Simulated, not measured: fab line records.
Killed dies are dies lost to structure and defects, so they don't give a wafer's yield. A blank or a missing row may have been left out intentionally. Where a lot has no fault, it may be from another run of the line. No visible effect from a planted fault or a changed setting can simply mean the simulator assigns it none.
fab line records ; flow nandHarc
record: lots: 6; wafers: 17; lastDay: 33
route steps=1302 shown A_SOURCE_PLATE@414 A_ONON_D1@424
lots untouched by any fault: they come from a run of this same line in which no faults occurred
startH: start of the lot's first displayed wafer, in hours after the record's first day ; waitH: hours elapsed since this lot's preceding step ; " identical to the entry in the row above ; L1.1+2: a row that stands for several wafers ; - no value present, or no start provided ; * or withheld: withheld ; < > ~ a bound
route shown NAME@n: a module of which the file shows steps, and the number in the route of the first ; usual: mean/standard deviation taken from wafers without a fault ; same: alike in all rows ; chamber/n: place in a boat ; sites: the reading at each site ; _std_site: the standard deviation of these ; _edge_site: the outer-site mean with the inner-site mean subtracted ; radiusMm: how far each site lies from the wafer's centre ; mask NAME#n: copy n ; behind: the tool/chamber that last shaped the wafer ; hold: what put the lot on hold/how long, in hours/how the hold closed ; device: the transistor (n, p or np) that didn't switch ; end of line: tests of these same wafers at the route's end ; a step with no rows: only its recipe ; killed: count of dies lost to structure and defects at first sort (not the wafer's yield) ; map: a wafer's dies, x killed, . not, _ none there
set.NAME: the run value of the setting; set.NAME@STEP: its run value at that earlier step ; model.NAME: the simulator's own value behind a step, which no gauge read
a table for each step, a row for each wafer; lots at some steps of the route
services: the hour from which a tool's chamber was out of use, counted from the record's first day as startH (under 0 if before that day), plus the number of hours and why
== steps ==
step: NHARC_A_SOURCE_PLATE_SRD_01
step: NHARC_A_SOURCE_PLATE_OXIDE_02
recipe: targetThkA: 100; tempC: 900; oxTimeS: 1362; material: SiO2
step: NHARC_A_SOURCE_PLATE_THK_MEAS_09
recipe: thkMeasGauge: ellipsometry
usual: thkNm: 9.7/1.1
lot.wafer;tool;chamber;startH;waitH;thkNm
L509.3;filmMetro-01;-;162.89;0.4;7.7
L509.5;filmMetro-01;-;162.89;0.4;10.5
L509.6;filmMetro-01;-;162.89;0.4;10.9
L515.1;filmMetro-01;-;215.02;0.4;9.4
L515.2;filmMetro-01;-;215.02;0.4;9.8
L516.1;filmMetro-01;-;228.53;0.4;10.5
L516.4;filmMetro-01;-;228.53;0.4;9.5
L516.6;filmMetro-01;-;228.53;0.4;10.0
L524.1;filmMetro-01;-;315.07;0.4;9.5
L524.4;filmMetro-01;-;315.07;0.4;9.8
L524.6;filmMetro-01;-;315.07;0.4;10.6
L529.3;filmMetro-02;-;354.84;0.4;10.0
L529.4;filmMetro-02;-;354.84;0.4;10.5
L529.6;filmMetro-02;-;354.84;0.4;8.5
L530.2;filmMetro-01;-;375.32;0.4;11.0
L530.4;filmMetro-01;-;375.32;0.4;8.7
L530.6;filmMetro-01;-;375.32;0.4;8.4
step: NHARC_A_SOURCE_PLATE_PVD_04
recipe: targetThkA: 500; material: WSi2
step: NHARC_A_SOURCE_PLATE_CVD_03
recipe: targetThkA: 2000; tempC: 620; pressureMtorr: 200; timeS: 4000; material: poly-Si
step: NHARC_A_SOURCE_PLATE_ANNEAL_05
recipe: tempC: 850; timeS: 1800
step: NHARC_A_SOURCE_PLATE_THK_MEAS_06
recipe: thkMeasGauge: ellipsometry
usual: thkNm: 200.2/2.1
lot.wafer;tool;chamber;startH;waitH;thkNm
L509.3;filmMetro-02;-;176.18;0.4;198.2
L509.5;filmMetro-02;-;176.18;0.4;199.1
L509.6;filmMetro-02;-;176.18;0.4;199.1
L515.1;filmMetro-01;-;228.37;0.4;202.3
L515.2;filmMetro-01;-;228.37;0.4;201.4
L516.1;filmMetro-01;-;241.09;0.4;196.9
L516.4;filmMetro-01;-;241.09;0.4;197.3
L516.6;filmMetro-01;-;241.09;0.4;198.8
L524.1;filmMetro-02;-;328.34;0.4;200.5
L524.4;filmMetro-02;-;328.34;0.4;197.2
L524.6;filmMetro-02;-;328.34;0.4;199.5
L529.3;filmMetro-02;-;371.62;0.4;203.1
L529.4;filmMetro-02;-;371.62;0.4;201.5
L529.6;filmMetro-02;-;371.62;0.4;202.6
L530.2;filmMetro-02;-;388.46;0.4;195.9
L530.4;filmMetro-02;-;388.46;0.4;198.4
L530.6;filmMetro-02;-;388.46;0.4;198.3
step: NHARC_A_SOURCE_PLATE_INSPECT_08
usual: rawDefectCount: 64/29
lot.wafer;tool;chamber;startH;waitH;rawDefectCount
L509.3;defectInspect-02;-;176.25;0.0;96
L509.5;defectInspect-02;-;176.25;0.0;65
L509.6;defectInspect-02;-;176.25;0.0;44
L515.1;defectInspect-01;-;228.45;0.0;26
L515.2;defectInspect-01;-;228.45;0.0;39
L516.1;defectInspect-01;-;241.15;0.0;49
L516.4;defectInspect-01;-;241.15;0.0;51
L516.6;defectInspect-01;-;241.15;0.0;72
L524.1;defectInspect-01;-;328.41;0.0;57
L524.4;defectInspect-01;-;328.41;0.0;34
L524.6;defectInspect-01;-;328.41;0.0;61
L529.3;defectInspect-02;-;371.70;0.0;35
L529.4;defectInspect-02;-;371.70;0.0;106
L529.6;defectInspect-02;-;371.70;0.0;53
L530.2;defectInspect-02;-;388.56;0.0;95
L530.4;defectInspect-02;-;388.56;0.0;71
L530.6;defectInspect-02;-;388.56;0.0;78
step: NHARC_A_ONON_D1_DEP_00
recipe: targetThkA: 10000; n2FlowSccm: 2750; n2oFlowSccm: 2000; nh3FlowSccm: 500; sih4FlowSccm: 210; tempC: 400
step: NHARC_A_ONON_D1_THK_MEAS_02
recipe: thkMeasGauge: ellipsometry
usual: thkNm: 1003/10
lot.wafer;tool;chamber;startH;waitH;thkNm
L509.3;filmMetro-02;-;176.83;-;1001
L509.5;filmMetro-02;-;176.83;-;1000
L509.6;filmMetro-02;-;176.83;-;1001
L515.1;filmMetro-01;-;229.03;-;995
L515.2;filmMetro-01;-;229.03;-;995
L516.1;filmMetro-01;-;241.73;-;999
L516.4;filmMetro-01;-;241.73;-;998
L516.6;filmMetro-01;-;241.73;-;996
L524.1;filmMetro-02;-;328.98;-;990
L524.4;filmMetro-02;-;328.98;-;990
L524.6;filmMetro-02;-;328.98;-;993
L529.3;filmMetro-01;-;372.28;-;1004
L529.4;filmMetro-01;-;372.28;-;1002
L529.6;filmMetro-01;-;372.28;-;1006
L530.2;filmMetro-02;-;389.14;-;1012
L530.4;filmMetro-02;-;389.14;-;1010
L530.6;filmMetro-02;-;389.14;-;1011
step: NHARC_A_ONON_D1_DEP_03
recipe: targetThkA: 10000; n2FlowSccm: 2750; n2oFlowSccm: 2000; nh3FlowSccm: 500; sih4FlowSccm: 210; tempC: 400
lot.wafer;tool;chamber;startH;waitH
L509.3+5+6;pecvdOnon-01;0;177.00;0.2
L515.1+2;pecvdOnon-01;0;229.09;0.1
L516.1+4+6;pecvdOnon-01;0;241.78;0.1
L524.1+4+6;pecvdOnon-02;0;329.04;0.1
L529.3+4+6;pecvdOnon-03;0;372.45;0.2
L530.2+4+6;pecvdOnon-03;0;389.26;0.1
step: NHARC_A_ONON_D1_THK_MEAS_05
recipe: thkMeasGauge: ellipsometry
usual: thkNm: 1000/9.4
lot.wafer;tool;chamber;startH;waitH;hold;thkNm
L509.3;filmMetro-02;-;177.40;-;-;1002
L509.5;filmMetro-02;-;177.40;-;-;1002
L509.6;filmMetro-02;-;177.40;-;-;1002
L515.1;filmMetro-02;-;229.59;-;awaitDispo/0.2h/release;337
L515.2;filmMetro-02;-;229.59;-;awaitDispo/0.2h/release;340
L515.1;filmMetro-02;-;229.77;0.2;-;339
L515.2;filmMetro-02;-;229.77;0.2;-;340
L516.1;filmMetro-01;-;242.29;-;awaitDispo/0.2h/release;340
L516.4;filmMetro-01;-;242.29;-;awaitDispo/0.2h/release;1003
L516.6;filmMetro-01;-;242.29;-;awaitDispo/0.2h/release;1004
L516.1;filmMetro-01;-;242.46;0.2;-;338
L516.4;filmMetro-01;-;242.46;0.2;-;1002
L516.6;filmMetro-01;-;242.46;0.2;-;1003
L524.1;filmMetro-01;-;329.55;-;-;996
L524.4;filmMetro-01;-;329.55;-;-;997
L524.6;filmMetro-01;-;329.55;-;-;997
L529.3;filmMetro-01;-;372.84;-;-;999
L529.4;filmMetro-01;-;372.84;-;-;1002
L529.6;filmMetro-01;-;372.84;-;-;1002
L530.2;filmMetro-01;-;389.71;-;-;986
L530.4;filmMetro-01;-;389.71;-;-;987
L530.6;filmMetro-01;-;389.71;-;-;987
== services ==
tool;chamber;startH;hours;kind
pecvdOnon-01;-;169.25;6.8;repair
pecvdOnon-02;-;185.08;13.0;pm
pecvdOnon-03;-;227.00;13.0;pm
pecvdOnon-01;-;269.15;13.0;pm
pecvdOnon-02;-;366.08;13.0;pm
== key ==
firstSign: step: NHARC_A_ONON_D1_THK_MEAS_05; reading: visit; direction: added
effect: step: NHARC_A_ONON_D1_THK_MEAS_05; reading: thkNm; direction: down; sigmas: 70; usual: 1000; struck: 339
metAt NHARC_A_ONON_D1_DEP_03
struckWafers L515.1,L515.2,L516.1
laterRowsLeftOut L515.1,L515.2,L516.1
sortLeftOut L515.1,L515.2,L516.1
testerLeftOut L515,L516
onsetBetween 177.00 229.09
fault: kind: processParameterDrift; tool: pecvdOnon-01; chamber: -; onsetH: 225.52; steps: NHARC_A_ONON_D1_DEP_03; channel: targetThkA; offset: *; shape: step; endH: 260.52; scope: struckWafersOnly; actsIn: *; stated: *
testerLeftOut: of these lots the tester's yield and bins aren't shown, on N5 and GAA mostly nor the transistor test; their killed dies are dies lost to structure and defects alone, not to doping, threshold or leakage, so they don't give the yield
sortLeftOut: the simulated sort isn't trusted on such a fault, so these wafers' sort isn't shown, and their yield isn't known
laterRowsLeftOut: the simulator's readings of these wafers behind a module that went badly wrong aren't trusted and aren't shown, but for the sort
